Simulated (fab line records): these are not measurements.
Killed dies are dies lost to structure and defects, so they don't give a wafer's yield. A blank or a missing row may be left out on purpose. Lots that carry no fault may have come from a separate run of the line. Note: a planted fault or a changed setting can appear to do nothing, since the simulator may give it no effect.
A lot that was struck, set against a sound lot / flow nand_harc / 14 steps out of a route of 1159
Sound: these wafers, L139.1, L139.4, L139.6. Struck: wafer L151.6 (left out: L151.1, L151.4 of the same lot, which were not struck); the cause appears at the end.
Each step with rows lists, per side, the tool, then ch with its chambers, then its first start. Under that, the readings that differ: sound wafers / struck wafers / difference of the means / sigmas: that difference in standard deviations of wafers without a fault.
alike: same words and numbers on both sides, and readings whose means sit less than 2 such deviations apart. not compared: any withheld reading, any reading some wafer has no value for, any bound like >300 that may hide the same value, and any number with overlapping values for which the record gives no deviation.
The two part at a step that has a row with sigmas, a row that says differs or no value, or rows on one side only. Numbers that have no deviation but don't overlap get no sigmas and don't part them. A reading missing from all wafers of one side parts the sides only when that side holds two or more wafers.

first, 1 step without rows for these wafers: NHARC_A_WL_FILL_ANNEAL_08 (time 1800 s).
NHARC_A_WL_FILL_ALD_10: deposits SiO2, target thk 50 nm, pulse time 10 s, ald cycles 500.
  sound on ald_hk-02 ch 0,1, day 15 10:52; struck on ald_hk-01 ch 1, day 19 12:52
  alike: heater_power_w, precursor_pulse_height_rel
  not compared: ald_cycles
NHARC_A_WL_FILL_ETCHBACK_16: etches the open film in C4F8/O2/Ar, target depth 88 nm, time 17.6 s.
  sound on rie_diel-13 ch 1,3; struck on rie_diel-13 ch 1
  alike: oes_product_au, rf_vpp_V
  not compared: rf_hours_counter_h
then, 1 step without rows for these wafers: NHARC_A_WL_FILL_STRIP_29 (strips in O2, time 20 s).
NHARC_A_WL_FILL_ETCHBACK_17: etches the open film in Cl2/BCl3, target depth 4 nm, time 26.7 s.
  sound on rie_metal-01 ch 0,1, day 15 15:39; struck on rie_metal-02 ch 1, day 19 15:08
reading=drypump_motor_current_A (A); sound=5.87 6.02 5.90; struck=5.44; difference=-0.49; sigmas=-2
reading=oes_product_au (a.u.); sound=1.015 1.004 1.002; struck=0.987; difference=-0.020; sigmas=-2
  not compared: rf_hours_counter_h
then, 3 steps without rows for these wafers: NHARC_A_WL_FILL_PRECLEAN_18 (cleans in dHF, time 30 s); NHARC_A_WL_FILL_SRD_21; NHARC_A_WL_FILL_CVD_23 (deposits poly-Si, target thk 40 nm, time 800 s).
NHARC_A_WL_FILL_ETCHBACK_26: etches the open film in HBr, target depth 52 nm, time 13.3 s.
  sound on rie_si-01 ch 0,2, day 15 20:45; struck on rie_si-04 ch 0, day 19 20:04
reading=throttle_valve_pct (%); sound=23.267 23.267 23.259; struck=23.288; difference=+0.024; sigmas=+2
  alike: drypump_motor_current_A, oes_product_au
  not compared: rf_hours_counter_h
then, 2 steps without rows for these wafers: NHARC_A_WL_FILL_PRECLEAN_30 (cleans in dHF, time 10 s); NHARC_A_WL_FILL_SRD_14.
NHARC_A_WL_FILL_ALD_19: deposits TiN, target thk 2 nm, pulse time 3 s, ald cycles 100.
  sound on ald_metal-01 ch 0,1,2, day 15 21:03; struck on ald_metal-02 ch 0, day 19 20:21
reading=ald_cycles; sound=100 100 100; struck=51; difference=-49; sigmas=
  alike: heater_power_w, precursor_pulse_height_rel
NHARC_A_WL_FILL_CVD_20: deposits W, target thk 75 nm, time 5064 s.
  sound on cvd_w-01 ch 1; struck on cvd_w-02 ch 0
  alike: chamber_pressure_Torr, heater_power_w, throttle_valve_pct
-- record jumps: 4 days between struck wafers' starts before vs after; left off in module A_WL_FILL, resumes in module END, first step shown is number 1159 of the route --
NHARC_END_SORT_01:
  the record has rows for the struck wafers here (prober-01 ch 0, day 23 10:18) and none for the sound ones

## WHERE THEY PART
First at NHARC_A_WL_FILL_ETCHBACK_17; last, within this record, at NHARC_END_SORT_01.

WHY: whatever the simulator had introduced
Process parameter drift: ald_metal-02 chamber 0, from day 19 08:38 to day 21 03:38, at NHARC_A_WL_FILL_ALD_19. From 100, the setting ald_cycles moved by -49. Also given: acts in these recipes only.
